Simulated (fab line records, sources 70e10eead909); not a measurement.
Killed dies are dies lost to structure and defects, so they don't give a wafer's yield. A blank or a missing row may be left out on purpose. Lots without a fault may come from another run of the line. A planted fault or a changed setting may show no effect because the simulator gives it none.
Chamber matching | flow nand_harc | NHARC_A_STAIRCASE_TRIM_20 on rie_diel-08: 4 sister chambers
The step chemistry O2, time 211.2 s. 7 wafers are shown with their chamber, then 7 later ones without.

WAFERS WITH THEIR CHAMBER
wafer  | chamber | drypump_motor_current_A (A) | showerhead_plenum_p_Torr (Torr)
L085.2 | 3       | 5.1                         | 3.60
L085.6 | 2       | 6.3                         | 3.53
L088.2 | 0       | 6.1                         | 3.78
L088.5 | 2       | 6.3                         | 3.52
L088.6 | 3       | 5.1                         | 3.59
L089.2 | 0       | 6.0                         | 3.78
L089.4 | 1       | 5.5                         | 3.54

WAFERS WITHOUT THEIR CHAMBER
wafer  | drypump_motor_current_A (A) | showerhead_plenum_p_Torr (Torr)
L089.5 | 5.1                         | 3.59
L091.2 | 5.5                         | 3.53
L091.3 | 6.1                         | 3.78
L091.4 | 5.1                         | 3.59
L095.1 | 5.1                         | 3.58
L095.2 | 5.5                         | 3.53
L095.6 | 6.1                         | 3.77

WHICH CHAMBER EACH WENT THROUGH
wafer  | from the rows above | in truth
L089.5 | 3                   | 3
L091.2 | 1                   | 1
L091.3 | 0                   | 0
L091.4 | 3                   | 3
L095.1 | 3                   | 3
L095.2 | 1                   | 1
L095.6 | 0                   | 0
Placed correctly: 7 of 7. Can't be placed from these rows: 0. Placed wrongly: 0.
How it was worked out, from the rows above alone: a wafer's distance from a chamber is the root of the sum, over the readings, of the square of ((its reading less the chamber's mean) divided by the reading's scatter). The wafer belongs to the nearest chamber; if the next one is less than 2 further off, it can't be placed. A chamber's mean is the mean of its shown wafers. The scatter: the root of (the sum of the squares of (reading less its chamber's mean) over the shown wafers, divided by (wafers less chambers)).
